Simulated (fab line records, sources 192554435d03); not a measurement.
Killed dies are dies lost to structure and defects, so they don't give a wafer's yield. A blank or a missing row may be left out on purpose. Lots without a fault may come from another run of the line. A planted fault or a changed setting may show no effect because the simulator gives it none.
Split-lot experiment | flow n5_finfet | 7 lots, 21 wafers read, on a route of 1938 steps

THE SPLIT
At N5_BEOL_M12_CMP_49 (polishes, stops on SiOC, t overpolish 20.6 s, target thk 320 nm), the setting down_force_psi was moved away from the recipe's 1 psi on 4 of the 21 wafers read, by -21.8% to -8.7%. The other wafers ran this setting at the recipe's value.

The reading is taken at the split's own step.

THE READING
barrier_field_endpoint_s, in s, at N5_BEOL_M12_CMP_49 (polishes, stops on SiOC, t overpolish 20.6 s, target thk 320 nm). Fault-free wafers of this fab line usually give 30.3 s, standard deviation 0.71 s.

wafer  | tool, chamber at the split | down_force_psi as run, psi | against the recipe | barrier_field_endpoint_s, s | against lot-mates on the recipe
L075.4 | cmp-03, 3                  | 1                          | recipe             | 30.4                        | -
L075.1 | cmp-03, 0                  | 1                          | recipe             | 30.6                        | -
L075.3 | cmp-03, 1                  | 1                          | recipe             | 31.0                        | -
L083.1 | cmp-04, 0                  | 0.9129                     | -8.7%              | 31.9                        | +2.6
L083.3 | cmp-04, 1                  | 1                          | recipe             | 29.1                        | -
L083.4 | cmp-04, 2                  | 1                          | recipe             | 29.4                        | -
L085.3 | cmp-01, 3                  | 1                          | recipe             | 30.8                        | -
L085.1 | cmp-01, 1                  | 0.7821                     | -21.8%             | 39.8                        | +9.0
L085.4 | cmp-01, 2                  | 0.7821                     | -21.8%             | 38.6                        | +7.8
L088.3 | cmp-03, 0                  | 1                          | recipe             | 30.0                        | -
L088.1 | cmp-03, 1                  | 1                          | recipe             | 30.2                        | -
L088.6 | cmp-03, 3                  | 1                          | recipe             | 30.1                        | -
L091.1 | cmp-03, 0                  | 0.8877                     | -11.2%             | 35.0                        | +4.4
L091.4 | cmp-03, 1                  | 1                          | recipe             | 30.6                        | -
L091.5 | cmp-03, 0                  | 1                          | recipe             | 30.7                        | -
L095.3 | cmp-01, 0                  | 1                          | recipe             | 29.7                        | -
L095.4 | cmp-01, 1                  | 1                          | recipe             | 30.6                        | -
L095.6 | cmp-01, 3                  | 1                          | recipe             | 30.3                        | -
L096.1 | cmp-03, 3                  | 1                          | recipe             | 30.7                        | -
L096.5 | cmp-03, 2                  | 1                          | recipe             | 29.6                        | -
L096.6 | cmp-03, 3                  | 1                          | recipe             | 29.7                        | -

THE FIT
A straight line over all 21 wafers: barrier_field_endpoint_s changes by -0.403 s for each +1% of down_force_psi; r = -0.97; the points scatter about the line by 0.68 s.
The same after taking each lot's own level away (the mean of its wafers on the recipe; 21 wafers): -0.381 s for each +1%; r = -0.99; scatter 0.37 s.
On that fit, the largest move of down_force_psi shifts the reading by 8.3 s.
The lots' own levels span 29.25 to 30.80 s, that is 2.2 times the standard deviation above.
So the lot-to-lot level changes the slope little: the two slopes agree.
Check: with one of the wafers moved furthest among these (-21.8%) left out of the fit, the line predicts +7.79 s for it against its lot-mates. It came out at +9 s against them.
Tool readings at the split's step, against how far the setting was moved: barrier_field_endpoint_s r = -0.97.

OTHER SPLITS ON THESE WAFERS
These wafers also went through other splits before the reading. Each is held against what the fit with the lots' levels taken away leaves over:
other split on the same wafers | wafers away from the commonest value | r with barrier_field_endpoint_s (lot level and that fit taken away)
N5_BEOL_M11_CURE_72 time_s     | 7                                    | -0.16

THE FILE'S OWN FIT
barrier_field_endpoint_s changes by -0.377 s for each +1% of down_force_psi, r = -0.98.
